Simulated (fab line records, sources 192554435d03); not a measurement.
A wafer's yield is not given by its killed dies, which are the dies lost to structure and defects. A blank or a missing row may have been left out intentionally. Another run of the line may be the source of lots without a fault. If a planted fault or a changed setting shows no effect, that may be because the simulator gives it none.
2 desks, one fault -- flow n5-finfet -- numbers are kept per desk, each desk with only its own; the story behind them comes last

METROLOGY DESK
Lot by lot, what the gauges showed, no matter which tool ran the lot: averages of those sampled wafers that carry a number. The brackets show how far a lot's mean lies from the usual mean; more than 4 standard deviations puts the lot out of limits, marked OUT. It has 10 readings; the 7 that lie furthest out on some lot are the ones shown.
Columns: A = DIBL_P at N5_BEOL_M4_RC_MEAS_101, usual 37.1 mV/V; B = IOFF_N at N5_BEOL_M4_RC_MEAS_101, usual 0.168 nA/um; C = IOFF_P at N5_BEOL_M4_RC_MEAS_101, usual 0.22 nA/um; D = ION_N at N5_BEOL_M4_RC_MEAS_101, usual 679 uA/um; E = ION_P at N5_BEOL_M4_RC_MEAS_101, usual 466 uA/um; F = SS_P at N5_BEOL_M4_RC_MEAS_101, usual 73.5 mV/dec; G = VT_P at N5_BEOL_M4_RC_MEAS_101, usual -250 mV
lot,first seen here,A,B,C,D,E,F,G
L334,day 8 02:38,38.8,0.194,0.27,684,470,74.2,-247
L336,day 8 13:56,37.7,0.179,0.27,694,482,73.7,-245
L342,day 9 17:22,38.3,0.183,0.20,680,457,73.4,-255
L343,day 10 00:07,39.9,0.210,0.24,678,462,74.3,-251
L347,day 11 06:49,36.0,0.167,0.24,665,462,74.0,-249
L348,day 11 08:31,38.2,0.189,0.21,688,470,73.6,-252
L349,day 11 22:59,37.0,0.169,0.23,687,468,73.0,-248
L350,day 12 05:23,36.7,0.142,0.22,677,470,73.2,-250
L354,day 13 00:08,37.8,0.188,0.24,698,475,73.6,-249
This desk's verdict: no lot among the 9 shows anything out of limits.

TOOL OWNER'S DESK, rie-metal-02
The tool's own readings at N5_GATE_CUT_CUT_ETCH_53 (etches W in SF6/Cl2, target depth 79.2 nm): means of the sampled wafers that have a number, for each lot that ran on this tool. The brackets show how far a lot's mean lies from the usual mean; more than 4 standard deviations puts the lot out of limits, marked OUT.
Columns: A = drypump-motor-current-A at N5_GATE_CUT_CUT_ETCH_53, usual 5.5 A; B = etch-rf-on-time-s at N5_GATE_CUT_CUT_ETCH_53, usual 26.2 s; C = oes-product-au at N5_GATE_CUT_CUT_ETCH_53, usual 0.71 a.u.; D = rf-fwd-power-W at N5_GATE_CUT_CUT_ETCH_53, usual 879 W; E = throttle-valve-pct at N5_GATE_CUT_CUT_ETCH_53, usual 28.9 %
lot,first seen here,A,B,C,D,E
L334,day 5 00:14,5.5,25.9,0.59,878,29.2
L336,day 5 05:59,5.5,26.6,0.58,879,29.2
L342,day 6 20:11,5.5,33.6 (+13) OUT,0.51,661 (-70) OUT,29.1
L343,day 7 06:24,5.5,33.9 (+14) OUT,0.50,660 (-71) OUT,29.1
This desk's verdict: out of limits on L342, L343, starting with L342 at day 6 20:11 (etch-rf-on-time-s at N5_GATE_CUT_CUT_ETCH_53). In limits: L334, L336.

ALL TOGETHER
An alarm could have come from the tool owner's desk at day 6 20:11, on L342, L343.
Nothing out of limits was seen by the metrology desk.
The metrology desk has L342, L343 on record, within its limits.
All the named lots went through N5_GATE_CUT_CUT_ETCH_53 on rie-metal-02.

WHAT WAS PUT IN BY THE SIMULATOR
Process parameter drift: rie-metal-02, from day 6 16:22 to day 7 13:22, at N5_GATE_CUT_CUT_ETCH_53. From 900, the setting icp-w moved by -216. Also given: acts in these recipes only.
Struck lots among those shown: L342, L343.
Time in hours from fault onset to the first out-of-limits reading at each desk: the tool owner's desk, 4.
